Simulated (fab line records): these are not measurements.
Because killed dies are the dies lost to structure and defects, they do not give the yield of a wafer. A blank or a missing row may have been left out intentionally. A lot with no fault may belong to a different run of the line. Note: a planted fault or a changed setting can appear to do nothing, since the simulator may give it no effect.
A lot that was struck, set against a sound lot || flow n5_finfet || 15 steps out of a route of 1938
Sound: wafers L115.1, L115.5, L115.6. The struck wafers were L127.2, L127.3, L127.5. The cause comes at the end.
At each step with rows: each side's tool, then ch and its chambers, then its first start. Under that, the readings that differ: sound wafers || struck wafers || difference of the means || sigmas: that difference in standard deviations of wafers without a fault.
alike: same words and numbers on both sides, and readings whose means sit less than 2 such deviations apart. not compared: any withheld reading, any reading some wafer has no value for, any bound like >300 that may hide the same value, and any number with overlapping values for which the record gives no deviation.
Wherever a step has rows on one side only, a row that says differs or no value, or a row with sigmas, the two part there. Numbers that have no deviation but don't overlap get no sigmas and don't part them. A reading missing from all wafers of one side parts the sides only when that side holds two or more wafers.

N5_HKMG_FIN_OVL_MEAS_13:
  sound on overlay-02 ch 0, day 4 20:50; struck on overlay-01 ch 0, day 7 20:49
  alike: NWFM_OVL
N5_HKMG_FIN_INSPECT_14: inspects for defects (macro).
  struck on defect_inspect-01, day 7 20:51; sound on defect_inspect-01, day 4 20:52
  alike: raw_defect_count
N5_HKMG_FIN_DESCUM_17: chemistry O2, time 7.9 s.
  sound on rie_diel-05 ch 1,2, day 4 20:54; struck on rie_diel-04 ch 0,1,2, day 7 20:53
  alike: bias_power_w, drypump_motor_current_A, oes_product_au, rf_vpp_V, showerhead_plenum_p_Torr, throttle_valve_pct
  not compared: rf_hours_counter_h
N5_HKMG_FIN_ETCH_31: etches SiARC in CF4, target depth 45.5 nm, time 75.8 s.
  sound on rie_diel-05 ch 1,2, day 4 20:56; struck on rie_diel-04 ch 0,1,2, day 7 20:55
  alike: cf4_flow_sccm, drypump_motor_current_A, etch_rf_on_time_s, oes_product_au, rf_vpp_V, showerhead_plenum_p_Torr, throttle_valve_pct
  not compared: rf_hours_counter_h
then, 2 steps without rows for these wafers: N5_HKMG_FIN_ETCH_32 (etches SOC in N2/H2, target depth 240 nm, time 300 s); N5_HKMG_FIN_STRIP_33 (strips in N2/H2).
N5_HKMG_FIN_STRIP_34: strips in CF4.
  sound on rie_diel-05 ch 1,2, day 4 21:11; struck on rie_diel-04 ch 0,1,2, day 7 21:10
  alike: bias_power_w, cf4_flow_sccm, drypump_motor_current_A, oes_product_au, rf_vpp_V, showerhead_plenum_p_Torr, throttle_valve_pct
  not compared: rf_hours_counter_h
then, 3 steps without rows for these wafers: N5_HKMG_FIN_ETCH_35 (etches SOC in N2/H2, target depth 215.8 nm, time 243.4 s); N5_HKMG_FIN_STRIP_92 (strips SOC in N2/H2, time 20 s); N5_HKMG_FIN_WET_ETCH_18 (etches TiN in SC1, time 55 s, target depth 5.2 nm, rinse time 30 s).
N5_HKMG_FIN_STRIP_19: strips in N2/H2, time 360 s.
  sound on plasma_asher-02 ch 0,1, day 4 21:29; struck on plasma_asher-01 ch 0,1, day 7 21:29
{"reading": "h2_flow_sccm (sccm)", "sound": "3268 3262 3250", "struck": "3246 3231 3237", "difference": -22, "sigmas": -2}
  alike: drypump_motor_current_A, heater_power_w
  not compared: rf_hours_counter_h
then, 1 step without rows for these wafers: N5_HKMG_FIN_ALD_91 (deposits TiN, target thk 1 nm, pulse time 1 s, purge time 3 s).
N5_HKMG_FIN_COAT_85: time 60 s, resist thk 300 nm.
  sound on litho_track-02 ch 0, day 4 22:09; struck on litho_track-02 ch 0, day 7 22:08
{"reading": "spin_speed_rpm (rpm)", "sound": "1500.3 1501.6 1501.3", "struck": "1460.2 1460.7 1462.6", "difference": -39.9, "sigmas": -36}
{"reading": "model.SOC_of_HKMG_FIN_COAT_85.thk_nm (nm)", "sound": "300.6 300.6 301", "struck": "303.2 304 304.2", "difference": "+3.1", "sigmas": ""}
N5_HKMG_FIN_ETCH_86: etches SOC in N2/H2, stops on TiN, target depth 393.2 nm.
  sound on rie_diel-05 ch 0,1,2, day 4 22:13; struck on rie_diel-06 ch 0,2,3, day 7 22:12
  alike: drypump_motor_current_A, h2_flow_sccm, oes_product_au, rf_vpp_V, showerhead_plenum_p_Torr, throttle_valve_pct
  not compared: rf_hours_counter_h
-- a jump in the record: the struck wafers' starts before and after are 4 days apart (it breaks off in module HKMG_FIN and resumes in module BEOL_M4, where the first step shown is number 1111 of the route) --
N5_BEOL_M4_RC_MEAS_101:
  sound on prober-02 ch 0, day 8 15:33; struck on prober-02 ch 0, day 11 20:56
  alike: DIBL_N, DIBL_P, IOFF_N, IOFF_P, ION_N, ION_P, SS_N, SS_P, VT_N, VT_P

== WHERE THEY PART ==
Last at N5_HKMG_FIN_COAT_85 as far as this record goes, first at N5_HKMG_FIN_STRIP_19. Later steps at which nothing parts them and some readings are alike: N5_HKMG_FIN_ETCH_86, N5_BEOL_M4_RC_MEAS_101.

WHY: what the simulator had put in
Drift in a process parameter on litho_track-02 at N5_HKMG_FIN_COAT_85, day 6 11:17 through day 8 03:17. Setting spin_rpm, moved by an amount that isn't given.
